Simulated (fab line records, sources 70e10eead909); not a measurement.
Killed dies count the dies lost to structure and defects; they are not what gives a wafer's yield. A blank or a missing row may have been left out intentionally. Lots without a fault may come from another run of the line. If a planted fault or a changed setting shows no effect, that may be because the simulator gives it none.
fab line records / flow nand-harc
record: lots: 7 wafers: 21 last-day: 33
route steps=1302 shown A_SOURCE_PLATE@423 A_ONON_D1@424
lots that met no fault: from a run of the same line without faults
start-h: hours from the record's opening day to when the first of the lot's shown wafers began / wait-h: time in hours since the lot's previous step / " the same as in the row above / L1.1+2: several wafers, shown together as one row / - either no value or no given start / * or withheld: withheld / < > ~ a bound
route shown NAME@n: NAME is a module with steps in the file, n the number in the route of the first one / usual: mean and standard deviation over wafers with no fault / same: alike in all rows / chamber/n: place in a boat / sites: the reading at each site / _std_site: standard deviation across them / _edge_site: the outer-site mean with the inner-site mean subtracted / radius-mm: how far each site lies from the wafer's centre / mask NAME#n: copy n / behind: the most recent tool/chamber to have shaped the wafer / hold: what put the lot on hold/how long, in hours/how the hold closed / device: transistor that didn't switch, given as n, p or np / end of line: the tests these same wafers got at the end of their route / a step with no rows: only its recipe / killed: at the first sort, the dies lost to defects and structure; wafer yield is something else / map: a wafer's dies, marking killed ones x, the rest . and places with no die _
set.NAME: the setting as run; set.NAME@STEP: as run at that earlier step / model.NAME: the simulator's own value behind a step, which no gauge read
lots at some steps of the route; a table a step, a row a wafer
== steps ==
step: NHARC_A_SOURCE_PLATE_INSPECT_08
usual: raw-defect-count: 63/26
lot.wafer=L567.4 tool=defect-inspect-01 chamber=- start-h=183.53 wait-h=0.0 raw-defect-count=57
lot.wafer=L567.5 tool=defect-inspect-01 chamber=- start-h=183.53 wait-h=0.0 raw-defect-count=56
lot.wafer=L567.6 tool=defect-inspect-01 chamber=- start-h=183.53 wait-h=0.0 raw-defect-count=38
lot.wafer=L571.2 tool=defect-inspect-01 chamber=- start-h=224.06 wait-h=0.0 raw-defect-count=30
lot.wafer=L571.4 tool=defect-inspect-01 chamber=- start-h=224.06 wait-h=0.0 raw-defect-count=48
lot.wafer=L571.6 tool=defect-inspect-01 chamber=- start-h=224.06 wait-h=0.0 raw-defect-count=44
lot.wafer=L572.1 tool=defect-inspect-02 chamber=- start-h=241.10 wait-h=0.0 raw-defect-count=37
lot.wafer=L572.2 tool=defect-inspect-02 chamber=- start-h=241.10 wait-h=0.0 raw-defect-count=67
lot.wafer=L572.4 tool=defect-inspect-02 chamber=- start-h=241.10 wait-h=0.0 raw-defect-count=85
lot.wafer=L573.1 tool=defect-inspect-02 chamber=- start-h=249.88 wait-h=0.0 raw-defect-count=47
lot.wafer=L573.2 tool=defect-inspect-02 chamber=- start-h=249.88 wait-h=0.0 raw-defect-count=51
lot.wafer=L573.5 tool=defect-inspect-02 chamber=- start-h=249.88 wait-h=0.0 raw-defect-count=48
lot.wafer=L576.2 tool=defect-inspect-02 chamber=- start-h=280.07 wait-h=0.0 raw-defect-count=107
lot.wafer=L576.3 tool=defect-inspect-02 chamber=- start-h=280.07 wait-h=0.0 raw-defect-count=55
lot.wafer=L576.5 tool=defect-inspect-02 chamber=- start-h=280.07 wait-h=0.0 raw-defect-count=65
lot.wafer=L580.1 tool=defect-inspect-01 chamber=- start-h=304.17 wait-h=0.0 raw-defect-count=62
lot.wafer=L580.2 tool=defect-inspect-01 chamber=- start-h=304.17 wait-h=0.0 raw-defect-count=49
lot.wafer=L580.4 tool=defect-inspect-01 chamber=- start-h=304.17 wait-h=0.0 raw-defect-count=57
lot.wafer=L585.2 tool=defect-inspect-02 chamber=- start-h=363.79 wait-h=0.0 raw-defect-count=31
lot.wafer=L585.4 tool=defect-inspect-02 chamber=- start-h=363.79 wait-h=0.0 raw-defect-count=47
lot.wafer=L585.6 tool=defect-inspect-02 chamber=- start-h=363.79 wait-h=0.0 raw-defect-count=54
step: NHARC_A_ONON_D1_DEP_00
recipe: target-thk-a: 10000 n2-flow-sccm: 2750 n2o-flow-sccm: 2000 nh3-flow-sccm: 500 sih4-flow-sccm: 210 temp-c: 400
step: NHARC_A_ONON_D1_THK_MEAS_02
recipe: thk-meas-gauge: ellipsometry
usual: thk-nm: 1003/8.9
lot.wafer=L567.4 tool=film-metro-01 chamber=- start-h=184.11 wait-h=- thk-nm=1007
lot.wafer=L567.5 tool=film-metro-01 chamber=- start-h=184.11 wait-h=- thk-nm=1011
lot.wafer=L567.6 tool=film-metro-01 chamber=- start-h=184.11 wait-h=- thk-nm=1007
lot.wafer=L571.2 tool=film-metro-02 chamber=- start-h=224.64 wait-h=- thk-nm=988
lot.wafer=L571.4 tool=film-metro-02 chamber=- start-h=224.64 wait-h=- thk-nm=987
lot.wafer=L571.6 tool=film-metro-02 chamber=- start-h=224.64 wait-h=- thk-nm=989
lot.wafer=L572.1 tool=film-metro-01 chamber=- start-h=241.67 wait-h=- thk-nm=1007
lot.wafer=L572.2 tool=film-metro-01 chamber=- start-h=241.67 wait-h=- thk-nm=1008
lot.wafer=L572.4 tool=film-metro-01 chamber=- start-h=241.67 wait-h=- thk-nm=1008
lot.wafer=L573.1 tool=film-metro-02 chamber=- start-h=250.45 wait-h=- thk-nm=1019
lot.wafer=L573.2 tool=film-metro-02 chamber=- start-h=250.45 wait-h=- thk-nm=1017
lot.wafer=L573.5 tool=film-metro-02 chamber=- start-h=250.45 wait-h=- thk-nm=1017
lot.wafer=L576.2 tool=film-metro-02 chamber=- start-h=280.65 wait-h=- thk-nm=1004
lot.wafer=L576.3 tool=film-metro-02 chamber=- start-h=280.65 wait-h=- thk-nm=1005
lot.wafer=L576.5 tool=film-metro-02 chamber=- start-h=280.65 wait-h=- thk-nm=1004
lot.wafer=L580.1 tool=film-metro-01 chamber=- start-h=304.77 wait-h=- thk-nm=1017
lot.wafer=L580.2 tool=film-metro-01 chamber=- start-h=304.77 wait-h=- thk-nm=1020
lot.wafer=L580.4 tool=film-metro-01 chamber=- start-h=304.77 wait-h=- thk-nm=1018
lot.wafer=L585.2 tool=film-metro-02 chamber=- start-h=364.37 wait-h=- thk-nm=996
lot.wafer=L585.4 tool=film-metro-02 chamber=- start-h=364.37 wait-h=- thk-nm=997
lot.wafer=L585.6 tool=film-metro-02 chamber=- start-h=364.37 wait-h=- thk-nm=997
step: NHARC_A_ONON_D1_DEP_03
recipe: target-thk-a: 10000 n2-flow-sccm: 2750 n2o-flow-sccm: 2000 nh3-flow-sccm: 500 sih4-flow-sccm: 210 temp-c: 400
step: NHARC_A_ONON_D1_THK_MEAS_05
recipe: thk-meas-gauge: ellipsometry
usual: thk-nm: 999/9.8
lot.wafer=L567.4 tool=film-metro-01 chamber=- start-h=184.68 wait-h=- thk-nm=995
lot.wafer=L567.5 tool=film-metro-01 chamber=- start-h=184.68 wait-h=- thk-nm=995
lot.wafer=L567.6 tool=film-metro-01 chamber=- start-h=184.68 wait-h=- thk-nm=995
lot.wafer=L571.2 tool=film-metro-02 chamber=- start-h=225.20 wait-h=- thk-nm=1003
lot.wafer=L571.4 tool=film-metro-02 chamber=- start-h=225.20 wait-h=- thk-nm=1005
lot.wafer=L571.6 tool=film-metro-02 chamber=- start-h=225.20 wait-h=- thk-nm=1005
lot.wafer=L572.1 tool=film-metro-01 chamber=- start-h=242.24 wait-h=- thk-nm=1005
lot.wafer=L572.2 tool=film-metro-01 chamber=- start-h=242.24 wait-h=- thk-nm=1003
lot.wafer=L572.4 tool=film-metro-01 chamber=- start-h=242.24 wait-h=- thk-nm=1004
lot.wafer=L573.1 tool=film-metro-01 chamber=- start-h=251.02 wait-h=- thk-nm=1018
lot.wafer=L573.2 tool=film-metro-01 chamber=- start-h=251.02 wait-h=- thk-nm=1018
lot.wafer=L573.5 tool=film-metro-01 chamber=- start-h=251.02 wait-h=- thk-nm=1017
lot.wafer=L576.2 tool=film-metro-02 chamber=- start-h=281.22 wait-h=- thk-nm=998
lot.wafer=L576.3 tool=film-metro-02 chamber=- start-h=281.22 wait-h=- thk-nm=995
lot.wafer=L576.5 tool=film-metro-02 chamber=- start-h=281.22 wait-h=- thk-nm=996
lot.wafer=L580.1 tool=film-metro-02 chamber=- start-h=305.34 wait-h=- thk-nm=996
lot.wafer=L580.2 tool=film-metro-02 chamber=- start-h=305.34 wait-h=- thk-nm=995
lot.wafer=L580.4 tool=film-metro-02 chamber=- start-h=305.34 wait-h=- thk-nm=995
lot.wafer=L585.2 tool=film-metro-02 chamber=- start-h=364.93 wait-h=- thk-nm=973
lot.wafer=L585.4 tool=film-metro-02 chamber=- start-h=364.93 wait-h=- thk-nm=972
lot.wafer=L585.6 tool=film-metro-02 chamber=- start-h=364.93 wait-h=- thk-nm=972
step: NHARC_A_ONON_D1_DEP_06
recipe: target-thk-a: 10000 n2-flow-sccm: 2750 n2o-flow-sccm: 2000 nh3-flow-sccm: 500 sih4-flow-sccm: 210 temp-c: 400
step: NHARC_A_ONON_D1_THK_MEAS_08
recipe: thk-meas-gauge: ellipsometry
usual: thk-nm: 999/9.9
lot.wafer=L567.4 tool=film-metro-01 chamber=- start-h=185.25 wait-h=- thk-nm=1022
lot.wafer=L567.5 tool=film-metro-01 chamber=- start-h=185.25 wait-h=- thk-nm=1021
lot.wafer=L567.6 tool=film-metro-01 chamber=- start-h=185.25 wait-h=- thk-nm=1021
lot.wafer=L571.2 tool=film-metro-01 chamber=- start-h=225.77 wait-h=- thk-nm=1009
lot.wafer=L571.4 tool=film-metro-01 chamber=- start-h=225.77 wait-h=- thk-nm=1011
lot.wafer=L571.6 tool=film-metro-01 chamber=- start-h=225.77 wait-h=- thk-nm=1010
lot.wafer=L572.1 tool=film-metro-02 chamber=- start-h=242.81 wait-h=- thk-nm=995
lot.wafer=L572.2 tool=film-metro-02 chamber=- start-h=242.81 wait-h=- thk-nm=994
lot.wafer=L572.4 tool=film-metro-02 chamber=- start-h=242.81 wait-h=- thk-nm=995
lot.wafer=L573.1 tool=film-metro-01 chamber=- start-h=251.59 wait-h=- thk-nm=991
lot.wafer=L573.2 tool=film-metro-01 chamber=- start-h=251.59 wait-h=- thk-nm=990
lot.wafer=L573.5 tool=film-metro-01 chamber=- start-h=251.59 wait-h=- thk-nm=990
lot.wafer=L576.2 tool=film-metro-02 chamber=- start-h=281.79 wait-h=- thk-nm=1006
lot.wafer=L576.3 tool=film-metro-02 chamber=- start-h=281.79 wait-h=- thk-nm=1007
lot.wafer=L576.5 tool=film-metro-02 chamber=- start-h=281.79 wait-h=- thk-nm=1006
lot.wafer=L580.1 tool=film-metro-01 chamber=- start-h=305.91 wait-h=- thk-nm=979
lot.wafer=L580.2 tool=film-metro-01 chamber=- start-h=305.91 wait-h=- thk-nm=980
lot.wafer=L580.4 tool=film-metro-01 chamber=- start-h=305.91 wait-h=- thk-nm=979
lot.wafer=L585.2 tool=film-metro-02 chamber=- start-h=365.50 wait-h=- thk-nm=991
lot.wafer=L585.4 tool=film-metro-02 chamber=- start-h=365.50 wait-h=- thk-nm=990
lot.wafer=L585.6 tool=film-metro-02 chamber=- start-h=365.50 wait-h=- thk-nm=991
step: NHARC_A_ONON_D1_DEP_09
recipe: target-thk-a: 10000 n2-flow-sccm: 2750 n2o-flow-sccm: 2000 nh3-flow-sccm: 500 sih4-flow-sccm: 210 temp-c: 400
step: NHARC_A_ONON_D1_THK_MEAS_11
recipe: thk-meas-gauge: ellipsometry
usual: thk-nm: 994/14
lot.wafer=L567.4 tool=film-metro-01 chamber=- start-h=185.81 wait-h=- thk-nm=981
lot.wafer=L567.5 tool=film-metro-01 chamber=- start-h=185.81 wait-h=- thk-nm=980
lot.wafer=L567.6 tool=film-metro-01 chamber=- start-h=185.81 wait-h=- thk-nm=980
lot.wafer=L571.2 tool=film-metro-01 chamber=- start-h=226.34 wait-h=- thk-nm=991
lot.wafer=L571.4 tool=film-metro-01 chamber=- start-h=226.34 wait-h=- thk-nm=991
lot.wafer=L571.6 tool=film-metro-01 chamber=- start-h=226.34 wait-h=- thk-nm=991
lot.wafer=L572.1 tool=film-metro-02 chamber=- start-h=243.37 wait-h=- thk-nm=996
lot.wafer=L572.2 tool=film-metro-02 chamber=- start-h=243.37 wait-h=- thk-nm=995
lot.wafer=L572.4 tool=film-metro-02 chamber=- start-h=243.37 wait-h=- thk-nm=996
lot.wafer=L573.1 tool=film-metro-02 chamber=- start-h=252.15 wait-h=- thk-nm=970
lot.wafer=L573.2 tool=film-metro-02 chamber=- start-h=252.15 wait-h=- thk-nm=970
lot.wafer=L573.5 tool=film-metro-02 chamber=- start-h=252.15 wait-h=- thk-nm=970
lot.wafer=L576.2 tool=film-metro-02 chamber=- start-h=282.36 wait-h=- thk-nm=991
lot.wafer=L576.3 tool=film-metro-02 chamber=- start-h=282.36 wait-h=- thk-nm=992
lot.wafer=L576.5 tool=film-metro-02 chamber=- start-h=282.36 wait-h=- thk-nm=990
lot.wafer=L580.1 tool=film-metro-02 chamber=- start-h=306.49 wait-h=- thk-nm=983
lot.wafer=L580.2 tool=film-metro-02 chamber=- start-h=306.49 wait-h=- thk-nm=985
lot.wafer=L580.4 tool=film-metro-02 chamber=- start-h=306.49 wait-h=- thk-nm=984
lot.wafer=L585.2 tool=film-metro-02 chamber=- start-h=366.07 wait-h=- thk-nm=984
lot.wafer=L585.4 tool=film-metro-02 chamber=- start-h=366.07 wait-h=- thk-nm=985
lot.wafer=L585.6 tool=film-metro-02 chamber=- start-h=366.07 wait-h=- thk-nm=985
step: NHARC_A_ONON_D1_DEP_12
recipe: target-thk-a: 10000 n2-flow-sccm: 2750 n2o-flow-sccm: 2000 nh3-flow-sccm: 500 sih4-flow-sccm: 210 temp-c: 400
step: NHARC_A_ONON_D1_THK_MEAS_14
recipe: thk-meas-gauge: ellipsometry
usual: thk-nm: 996/8.9
lot.wafer=L567.4 tool=film-metro-01 chamber=- start-h=186.38 wait-h=- thk-nm=1008
lot.wafer=L567.5 tool=film-metro-01 chamber=- start-h=186.38 wait-h=- thk-nm=1009
lot.wafer=L567.6 tool=film-metro-01 chamber=- start-h=186.38 wait-h=- thk-nm=1010
lot.wafer=L571.2 tool=film-metro-01 chamber=- start-h=226.90 wait-h=- thk-nm=997
lot.wafer=L571.4 tool=film-metro-01 chamber=- start-h=226.90 wait-h=- thk-nm=1000
lot.wafer=L571.6 tool=film-metro-01 chamber=- start-h=226.90 wait-h=- thk-nm=999
lot.wafer=L572.1 tool=film-metro-02 chamber=- start-h=243.93 wait-h=- thk-nm=1000
lot.wafer=L572.2 tool=film-metro-02 chamber=- start-h=243.93 wait-h=- thk-nm=1000
lot.wafer=L572.4 tool=film-metro-02 chamber=- start-h=243.93 wait-h=- thk-nm=999
lot.wafer=L573.1 tool=film-metro-02 chamber=- start-h=252.72 wait-h=- thk-nm=979
lot.wafer=L573.2 tool=film-metro-02 chamber=- start-h=252.72 wait-h=- thk-nm=980
lot.wafer=L573.5 tool=film-metro-02 chamber=- start-h=252.72 wait-h=- thk-nm=979
lot.wafer=L576.2 tool=film-metro-02 chamber=- start-h=282.92 wait-h=- thk-nm=994
lot.wafer=L576.3 tool=film-metro-02 chamber=- start-h=282.92 wait-h=- thk-nm=995
lot.wafer=L576.5 tool=film-metro-02 chamber=- start-h=282.92 wait-h=- thk-nm=996
lot.wafer=L580.1 tool=film-metro-02 chamber=- start-h=307.05 wait-h=- thk-nm=996
lot.wafer=L580.2 tool=film-metro-02 chamber=- start-h=307.05 wait-h=- thk-nm=995
lot.wafer=L580.4 tool=film-metro-02 chamber=- start-h=307.05 wait-h=- thk-nm=992
lot.wafer=L585.2 tool=film-metro-01 chamber=- start-h=366.64 wait-h=- thk-nm=1007
lot.wafer=L585.4 tool=film-metro-01 chamber=- start-h=366.64 wait-h=- thk-nm=1008
lot.wafer=L585.6 tool=film-metro-01 chamber=- start-h=366.64 wait-h=- thk-nm=1009
step: NHARC_A_ONON_D1_ANNEAL_15
recipe: temp-c: 750 time-s: 3600
usual: run-length-s: 3628/7.1 spike-tc-bottom-C: 769.2/1.2 spike-tc-upper-C: 749.9/1.4
lot.wafer=L567.4 tool=furnace-05 chamber=0 start-h=192.64 wait-h=6.3 run-length-s=3615 spike-tc-bottom-C=770.5 spike-tc-upper-C=749.4
lot.wafer=L567.5 tool=furnace-05 chamber=0 start-h=192.64 wait-h=6.3 run-length-s=3615 spike-tc-bottom-C=771.9 spike-tc-upper-C=749.4
lot.wafer=L567.6 tool=furnace-05 chamber=0 start-h=192.64 wait-h=6.3 run-length-s=3615 spike-tc-bottom-C=769.8 spike-tc-upper-C=749.9
lot.wafer=L571.2 tool=furnace-08 chamber=- start-h=234.83 wait-h=7.9 run-length-s=- spike-tc-bottom-C=- spike-tc-upper-C=-
lot.wafer=L571.4 tool=furnace-08 chamber=- start-h=234.83 wait-h=7.9 run-length-s=- spike-tc-bottom-C=- spike-tc-upper-C=-
lot.wafer=L571.6 tool=furnace-08 chamber=- start-h=234.83 wait-h=7.9 run-length-s=- spike-tc-bottom-C=- spike-tc-upper-C=-
lot.wafer=L572.1 tool=furnace-04 chamber=- start-h=247.33 wait-h=3.4 run-length-s=- spike-tc-bottom-C=- spike-tc-upper-C=-
lot.wafer=L572.2 tool=furnace-04 chamber=- start-h=247.33 wait-h=3.4 run-length-s=- spike-tc-bottom-C=- spike-tc-upper-C=-
lot.wafer=L572.4 tool=furnace-04 chamber=- start-h=247.33 wait-h=3.4 run-length-s=- spike-tc-bottom-C=- spike-tc-upper-C=-
lot.wafer=L573.1 tool=furnace-04 chamber=- start-h=257.14 wait-h=4.4 run-length-s=- spike-tc-bottom-C=- spike-tc-upper-C=-
lot.wafer=L573.2 tool=furnace-04 chamber=- start-h=257.14 wait-h=4.4 run-length-s=- spike-tc-bottom-C=- spike-tc-upper-C=-
lot.wafer=L573.5 tool=furnace-04 chamber=- start-h=257.14 wait-h=4.4 run-length-s=- spike-tc-bottom-C=- spike-tc-upper-C=-
lot.wafer=L576.2 tool=furnace-05 chamber=0 start-h=286.25 wait-h=3.3 run-length-s=3619 spike-tc-bottom-C=768.9 spike-tc-upper-C=749.9
lot.wafer=L576.3 tool=furnace-05 chamber=0 start-h=286.25 wait-h=3.3 run-length-s=3619 spike-tc-bottom-C=770.2 spike-tc-upper-C=750.5
lot.wafer=L576.5 tool=furnace-05 chamber=0 start-h=286.25 wait-h=3.3 run-length-s=3619 spike-tc-bottom-C=768.8 spike-tc-upper-C=750.2
lot.wafer=L580.1 tool=furnace-04 chamber=0 start-h=311.72 wait-h=4.7 run-length-s=3634 spike-tc-bottom-C=768.2 spike-tc-upper-C=751.3
lot.wafer=L580.2 tool=furnace-04 chamber=0 start-h=311.72 wait-h=4.7 run-length-s=3634 spike-tc-bottom-C=769.2 spike-tc-upper-C=749.2
lot.wafer=L580.4 tool=furnace-04 chamber=0 start-h=311.72 wait-h=4.7 run-length-s=3634 spike-tc-bottom-C=768.7 spike-tc-upper-C=748.3
lot.wafer=L585.2 tool=furnace-08 chamber=0 start-h=370.32 wait-h=3.7 run-length-s=3628 spike-tc-bottom-C=767.1 spike-tc-upper-C=750.4
lot.wafer=L585.4 tool=furnace-08 chamber=0 start-h=370.32 wait-h=3.7 run-length-s=3628 spike-tc-bottom-C=768.9 spike-tc-upper-C=751.0
lot.wafer=L585.6 tool=furnace-08 chamber=0 start-h=370.32 wait-h=3.7 run-length-s=3628 spike-tc-bottom-C=767.6 spike-tc-upper-C=750.9
== key ==
first-sign: step: NHARC_A_ONON_D1_ANNEAL_15 reading: tool-record direction: missing
effect none on later readings
met-at NHARC_A_ONON_D1_ANNEAL_15
struck-wafers L571.2,L571.4,L571.6,L572.1,L572.2,L572.4,L573.1,L573.2,L573.5
later-rows-left-out L571.2,L571.4,L571.6,L572.1,L572.2,L572.4,L573.1,L573.2,L573.5
sort-left-out L571.2,L571.4,L571.6,L572.1,L572.2,L572.4,L573.1,L573.2,L573.5
tester-left-out L571,L572,L573
fault: kind: skipped-step-whole tool: furnace-04,furnace-08 chamber: - onset-h: 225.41 steps: NHARC_A_ONON_D1_ANNEAL_15 scope: struck-lots-only
tester-left-out: of these lots the tester's yield and bins aren't shown, on N5 and GAA mostly nor the transistor test; their killed dies are dies lost to structure and defects alone, not to doping, threshold or leakage, so they don't give the yield
sort-left-out: the simulated sort isn't trusted on such a fault, so these wafers' sort isn't shown, and their yield isn't known
later-rows-left-out: the simulator's readings of these wafers behind a module that went badly wrong aren't trusted and aren't shown, but for the sort
